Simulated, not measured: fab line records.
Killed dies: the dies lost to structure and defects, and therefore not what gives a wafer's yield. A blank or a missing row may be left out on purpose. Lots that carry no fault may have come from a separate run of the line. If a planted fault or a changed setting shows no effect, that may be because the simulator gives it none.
The same fault as seen by 2 desks	flow nand-harc	only its own numbers are on each desk; what lay behind them is given at the end

FOR THE TOOL OWNER'S DESK: rie-diel-05
The tool's own readings at NHARC_P_M2_ETCH_28 (etches the open film in CF4/N2, target depth 30 nm, time 72.99 s): means of the sampled wafers that have a number, for each lot that ran on this tool. Any lot whose mean is over 4 standard deviations away from the usual mean is out of limits and marked OUT; that distance is given in the brackets.
Columns: A = drypump-motor-current-A at NHARC_P_M2_ETCH_28, usual 5.7 A; B = n2-flow-sccm at NHARC_P_M2_ETCH_28, usual 100.0 sccm; C = oes-product-au at NHARC_P_M2_ETCH_28, usual 1.004 a.u.; D = rf-vpp-V at NHARC_P_M2_ETCH_28, usual 314.4 V; E = showerhead-plenum-p-Torr at NHARC_P_M2_ETCH_28, usual 2.63 Torr; F = throttle-valve-pct at NHARC_P_M2_ETCH_28, usual 19.793 %
lot	first seen here	A	B	C	D	E	F
L758	day 6 11:19	6.2	100.2	0.999	316.3	2.73	19.788
L762	day 8 07:27	6.2	100.1	1.004	315.3	2.69	19.797
L763	day 8 10:28	5.8	100.3	1.006	314.3	2.64	19.797
L765	day 9 06:19	6.4	100.4	1.004	316.6	2.75	19.785
L767	day 10 08:22	6.2	100.3	0.997	314.4	2.68	19.797
L774	day 13 09:59	6.2	100.1	1.012	315.3	2.68	19.793
L775	day 13 21:30	6.0	100.2	1.002	315.1	2.66	19.790
L776	day 13 22:20	6.2	100.2	1.011	315.8	2.68	19.798
This desk's finding: nothing out of limits on any of the 8 lots.

THE METROLOGY DESK
What the gauges read, lot by lot, whatever tool the lot ran on: means of the sampled wafers that have a number. Any lot whose mean is over 4 standard deviations away from the usual mean is out of limits and marked OUT; that distance is given in the brackets.
Columns: A = cd-nm at NHARC_THIN_TSV_CD_MEAS_16, usual 999.1 nm
lot	first seen here	A
L758	day 24 21:10	1001.7
L762	day 25 22:52	997.7
L763	day 26 06:35	996.3
L765	day 26 07:38	999.6
L764	day 26 11:43	998.1
L766	day 27 15:49	1000.3
L767	day 28 06:59	998.0
L768	day 28 08:10	1000.1
L772	day 29 19:54	997.0
L774	day 31 07:02	997.9
L776	day 31 14:40	998.2
L775	day 31 15:53	999.2
This desk's finding: nothing out of limits on any of the 12 lots.

TAKEN TOGETHER
The tool owner's desk saw nothing out of limits.
Nothing out of limits was seen by the metrology desk.

WHAT THE SIMULATOR PUT IN
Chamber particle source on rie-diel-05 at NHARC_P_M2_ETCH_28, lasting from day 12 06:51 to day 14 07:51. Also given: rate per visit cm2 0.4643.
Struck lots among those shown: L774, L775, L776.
